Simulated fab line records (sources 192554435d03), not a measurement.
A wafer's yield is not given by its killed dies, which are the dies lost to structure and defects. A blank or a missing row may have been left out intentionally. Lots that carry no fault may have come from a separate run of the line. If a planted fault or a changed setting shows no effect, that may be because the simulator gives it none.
Matching of chambers ; flow n5-finfet ; ald-metal-01 running N5_BEOL_M2_ALD_84: 4 sister chambers
The step deposits TaN, pulse time 2 s, purge time 3 s, co reactant purge time 2 s. 8 wafers are shown with their chamber, then 11 later ones without.

== EACH WAFER AND ITS CHAMBER ==
wafer;chamber;heater-power-w (W);heater-power-outer-w (W)
L083.1;1;361;222
L084.3;3;433;231
L084.6;3;430;231
L088.3;1;361;214
L088.6;2;435;255
L089.2;2;441;257
L089.5;0;353;197
L091.2;0;360;198

== WAFERS MISSING THEIR CHAMBER ==
wafer;heater-power-w (W);heater-power-outer-w (W)
L091.4;439;265
L091.6;358;197
L093.1;345;198
L093.2;436;255
L093.6;433;233
L094.1;429;258
L094.2;357;218
L094.6;357;190
L097.1;438;252
L097.2;356;222
L097.4;434;237

== WHICH CHAMBER EACH ONE RAN IN ==
wafer;from the rows above;in truth
L091.4;2;2
L091.6;0;0
L093.1;0;0
L093.2;2;2
L093.6;3;3
L094.1;2;2
L094.2;1;1
L094.6;0;0
L097.1;2;2
L097.2;1;1
L097.4;3;3
11 of 11 placed correctly. From these rows, 0 cannot be placed. Number placed wrongly: 0.
How it was worked out, from the rows above alone: a wafer's distance from a chamber is the root of the sum, over the readings, of the square of ((its reading less the chamber's mean) divided by the reading's scatter). The wafer belongs to the nearest chamber; if the next one is less than 2 further off, it can't be placed. Each chamber's mean is taken over the wafers shown for it. The scatter is the square root of a quotient: the sum, over the shown wafers, of each reading's squared deviation from its chamber's mean, divided by wafers minus chambers.
